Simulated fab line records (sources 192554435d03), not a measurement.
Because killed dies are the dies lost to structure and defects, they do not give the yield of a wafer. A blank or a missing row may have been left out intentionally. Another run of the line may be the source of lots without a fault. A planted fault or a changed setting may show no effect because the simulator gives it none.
Matching of chambers	flow n5 finfet	N5_SDB_HM_OPEN_20 on rie diel-01 has 4 sister chambers
The step chemistry CH3F/O2, target SiNx, stops on poly-Si, target depth 24 nm. 4 wafers are shown with their chamber, then 8 later ones without.

== WAFERS WITH THEIR CHAMBER ==
wafer	chamber	drypump motor current A (A)
L082.1	1	5.62
L083.4	0	5.32
L083.5	3	5.24
L084.4	2	5.77

== WAFERS WHOSE CHAMBER IS MISSING ==
wafer	drypump motor current A (A)
L084.5	5.32
L084.6	5.25
L087.2	5.31
L087.3	5.63
L087.4	5.25
L096.2	5.25
L096.3	5.32
L096.5	5.32

== WHICH CHAMBER EACH WENT THROUGH ==
wafer	from the rows above	in truth
L084.5	0	0
L084.6	3	3
L087.2	0	0
L087.3	1	1
L087.4	3	3
L096.2	3	3
L096.3	0	0
L096.5	0	0
Placed correctly: 8 of 8. Not placeable from these rows: 0. 0 placed wrongly.
How it was worked out, from the rows above alone: a wafer's distance from a chamber is the root of the sum, over the readings, of the square of ((its reading less the chamber's mean) divided by the reading's scatter). If the next closest chamber is less than 2 further off than the closest, the wafer can't be placed; otherwise it belongs to the closest. Each chamber's mean is taken over the wafers shown for it. The scatter: root of mean squared gap, hidden wafer to nearest shown wafer, with one shown wafer a chamber.
